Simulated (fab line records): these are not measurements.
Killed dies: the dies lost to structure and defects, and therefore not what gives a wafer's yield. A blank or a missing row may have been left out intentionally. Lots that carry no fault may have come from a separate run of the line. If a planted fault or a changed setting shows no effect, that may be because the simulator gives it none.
Split-lot experiment / flow n5 finfet / 7 lots, 21 wafers read, on a route of 1938 steps

## SPLIT DETAILS
At N5_BEOL_M0_SAQP_PECVD_03 (deposits SiCN from 3MS/NH3, target thk 12 nm, time 21.1 s), the setting time s was moved away from the recipe's 21.1 s on 5 of the 21 wafers read, by -13.6% to +12.7%. All remaining wafers had this setting at the recipe value.

## FROM THE SPLIT TO THE READING: what the file shows between them, 4 steps
- N5_BEOL_M0_SAQP_PECVD_96: deposits a-Si from SiH4/He, target thk 45 nm, time 45.2 s
- N5_BEOL_M0_SAQP_PECVD_97: deposits SiNx from SiH4/NH3/N2, target thk 23 nm, time 19.9 s
- N5_BEOL_M0_SAQP_ETCH_107: etches SiNx in CH3F/O2, target depth 30 nm
- N5_BEOL_M0_SAQP_STRIP_108: strips in N2/H2

## THE READING
SiCN_of_BEOL_M0_SAQP_PECVD_03.thk nm (the simulator's own value, which no gauge read), in nm, at N5_BEOL_M0_SAQP_RECESS_109 (chemistry HF/NH3, target SiO2, target depth 3 nm, afs cycles 1, sublimation time 60 s). The file gives no usual value for it. Across the 16 wafers here that went through the recipe, the average is 8.5 nm and the standard deviation 0.24 nm.

wafer=L075.3; tool, chamber at the split=pecvd-02, 1; time s as run, s=18.22; against the recipe=-13.6%; SiCN_of_BEOL_M0_SAQP_PECVD_03.thk nm, nm=7.2; against lot-mates on the recipe=-1.7
wafer=L075.4; tool, chamber at the split=pecvd-02, 0; time s as run, s=21.1; against the recipe=recipe; SiCN_of_BEOL_M0_SAQP_PECVD_03.thk nm, nm=9; against lot-mates on the recipe=-
wafer=L075.5; tool, chamber at the split=pecvd-02, 2; time s as run, s=21.1; against the recipe=recipe; SiCN_of_BEOL_M0_SAQP_PECVD_03.thk nm, nm=8.8; against lot-mates on the recipe=-
wafer=L077.2; tool, chamber at the split=pecvd-03, 0; time s as run, s=21.1; against the recipe=recipe; SiCN_of_BEOL_M0_SAQP_PECVD_03.thk nm, nm=8.2; against lot-mates on the recipe=-
wafer=L077.3; tool, chamber at the split=pecvd-03, 1; time s as run, s=22.1; against the recipe=+4.7%; SiCN_of_BEOL_M0_SAQP_PECVD_03.thk nm, nm=8.8; against lot-mates on the recipe=+0.6
wafer=L077.4; tool, chamber at the split=pecvd-03, 2; time s as run, s=22.1; against the recipe=+4.7%; SiCN_of_BEOL_M0_SAQP_PECVD_03.thk nm, nm=9; against lot-mates on the recipe=+0.8
wafer=L080.1; tool, chamber at the split=pecvd-02, 2; time s as run, s=21.1; against the recipe=recipe; SiCN_of_BEOL_M0_SAQP_PECVD_03.thk nm, nm=8.4; against lot-mates on the recipe=-
wafer=L080.3; tool, chamber at the split=pecvd-02, 0; time s as run, s=21.1; against the recipe=recipe; SiCN_of_BEOL_M0_SAQP_PECVD_03.thk nm, nm=8.6; against lot-mates on the recipe=-
wafer=L080.5; tool, chamber at the split=pecvd-02, 1; time s as run, s=21.1; against the recipe=recipe; SiCN_of_BEOL_M0_SAQP_PECVD_03.thk nm, nm=8.8; against lot-mates on the recipe=-
wafer=L081.2; tool, chamber at the split=pecvd-01, 1; time s as run, s=21.1; against the recipe=recipe; SiCN_of_BEOL_M0_SAQP_PECVD_03.thk nm, nm=8.2; against lot-mates on the recipe=-
wafer=L081.5; tool, chamber at the split=pecvd-01, 0; time s as run, s=21.1; against the recipe=recipe; SiCN_of_BEOL_M0_SAQP_PECVD_03.thk nm, nm=8.4; against lot-mates on the recipe=-
wafer=L081.6; tool, chamber at the split=pecvd-01, 1; time s as run, s=21.1; against the recipe=recipe; SiCN_of_BEOL_M0_SAQP_PECVD_03.thk nm, nm=8.4; against lot-mates on the recipe=-
wafer=L085.2; tool, chamber at the split=pecvd-03, 1; time s as run, s=21.1; against the recipe=recipe; SiCN_of_BEOL_M0_SAQP_PECVD_03.thk nm, nm=8.4; against lot-mates on the recipe=-
wafer=L085.4; tool, chamber at the split=pecvd-03, 0; time s as run, s=23.79; against the recipe=+12.7%; SiCN_of_BEOL_M0_SAQP_PECVD_03.thk nm, nm=10.2; against lot-mates on the recipe=+1.7
wafer=L085.6; tool, chamber at the split=pecvd-03, 2; time s as run, s=21.1; against the recipe=recipe; SiCN_of_BEOL_M0_SAQP_PECVD_03.thk nm, nm=8.6; against lot-mates on the recipe=-
wafer=L088.1; tool, chamber at the split=pecvd-03, 0,2; time s as run, s=21.1; against the recipe=recipe; SiCN_of_BEOL_M0_SAQP_PECVD_03.thk nm, nm=8.2; against lot-mates on the recipe=-
wafer=L088.5; tool, chamber at the split=pecvd-03, 0,2; time s as run, s=21.1; against the recipe=recipe; SiCN_of_BEOL_M0_SAQP_PECVD_03.thk nm, nm=8.4; against lot-mates on the recipe=-
wafer=L088.6; tool, chamber at the split=pecvd-03, 0; time s as run, s=21.1; against the recipe=recipe; SiCN_of_BEOL_M0_SAQP_PECVD_03.thk nm, nm=8.8; against lot-mates on the recipe=-
wafer=L095.1; tool, chamber at the split=pecvd-03, 2; time s as run, s=21.1; against the recipe=recipe; SiCN_of_BEOL_M0_SAQP_PECVD_03.thk nm, nm=8.2; against lot-mates on the recipe=-
wafer=L095.3; tool, chamber at the split=pecvd-03, 1; time s as run, s=19.52; against the recipe=-7.5%; SiCN_of_BEOL_M0_SAQP_PECVD_03.thk nm, nm=7.4; against lot-mates on the recipe=-0.9
wafer=L095.6; tool, chamber at the split=pecvd-03, 0; time s as run, s=21.1; against the recipe=recipe; SiCN_of_BEOL_M0_SAQP_PECVD_03.thk nm, nm=8.4; against lot-mates on the recipe=-
When a row names more than one chamber, that row covers several wafers, and the file does not tell which wafer ran in which chamber.

FIT RESULTS
A straight line over all 21 wafers: SiCN_of_BEOL_M0_SAQP_PECVD_03.thk nm changes by +0.114 nm for each +1% of time s; r = +0.91; the points scatter about the line by 0.25 nm.
The same after taking each lot's own level away (the mean of its wafers on the recipe; 21 wafers): +0.129 nm for each +1%; r = +0.97; scatter 0.14 nm.
That fit puts the effect of the largest move of time s on the reading at 1.8 nm.
From 8.20 to 8.90 nm: that is the span of the lots' own levels, equal to 2.9 times the standard deviation above.
In other words, the slope is changed by the lot-to-lot level; the two fits disagree.
Check: with one of the wafers moved furthest among these (-13.6%) left out of the fit, the line predicts -1.79 nm for it against its lot-mates. It came out at -1.7 nm against them.

## OTHER SPLITS APPLIED TO THESE WAFERS
These wafers also went through other splits before the reading. Each is held against what the fit with the lots' levels taken away leaves over:
other split on the same wafers=N5_SD_EPI_N_ETCH_35 source w; wafers away from the commonest value=7; r with SiCN_of_BEOL_M0_SAQP_PECVD_03.thk nm (lot level and that fit taken away)=-0.26
other split on the same wafers=N5_SD_EPI_N_ETCH_45 target depth a; wafers away from the commonest value=8; r with SiCN_of_BEOL_M0_SAQP_PECVD_03.thk nm (lot level and that fit taken away)=+0.29
other split on the same wafers=N5_SD_EPI_P_EPI_21 epi growth time s; wafers away from the commonest value=5; r with SiCN_of_BEOL_M0_SAQP_PECVD_03.thk nm (lot level and that fit taken away)=+0.16
other split on the same wafers=N5_SD_ACTIVATION_LSA_01 temp c; wafers away from the commonest value=6; r with SiCN_of_BEOL_M0_SAQP_PECVD_03.thk nm (lot level and that fit taken away)=-0.01
other split on the same wafers=N5_HKMG_FIN_ETCH_58 source w; wafers away from the commonest value=7; r with SiCN_of_BEOL_M0_SAQP_PECVD_03.thk nm (lot level and that fit taken away)=-0.15
other split on the same wafers=N5_MOL_CONTACT_COAG_ETCH_105 bias w; wafers away from the commonest value=7; r with SiCN_of_BEOL_M0_SAQP_PECVD_03.thk nm (lot level and that fit taken away)=+0.08
other split on the same wafers=N5_MOL_CONTACT_COAG_ALD_27 time s; wafers away from the commonest value=8; r with SiCN_of_BEOL_M0_SAQP_PECVD_03.thk nm (lot level and that fit taken away)=+0.05
other split on the same wafers=N5_MOL_CONTACT_COAG_ALD_123 ald cycles; wafers away from the commonest value=6; r with SiCN_of_BEOL_M0_SAQP_PECVD_03.thk nm (lot level and that fit taken away)=+0.35
other split on the same wafers=N5_MOL_CONTACT_COAG_CVD_140 target thk a; wafers away from the commonest value=7; r with SiCN_of_BEOL_M0_SAQP_PECVD_03.thk nm (lot level and that fit taken away)=-0.16

## THE WHOLE CHAIN: every reading that the file lists as answering this split, in the file's order
step=N5_BEOL_M0_SAQP_PECVD_03; what it does=deposits SiCN from 3MS/NH3, target thk 12 nm, time 21.1 s; reading=SiCN_of_BEOL_M0_SAQP_PECVD_03.thk nm (the simulator's own value, which no gauge read); change (the file's fit)=+0.124 nm for each +1% of the setting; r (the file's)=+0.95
step=N5_BEOL_M0_SAQP_RECESS_109; what it does=chemistry HF/NH3, target SiO2, target depth 3 nm, afs cycles 1, sublimation time 60 s; reading=SiCN_of_BEOL_M0_SAQP_PECVD_03.thk nm (the simulator's own value, which no gauge read); change (the file's fit)=+0.129 nm for each +1% of the setting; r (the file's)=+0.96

## THE FILE'S OWN FIT
SiCN_of_BEOL_M0_SAQP_PECVD_03.thk nm changes by +0.129 nm for each +1% of time s, r = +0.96.
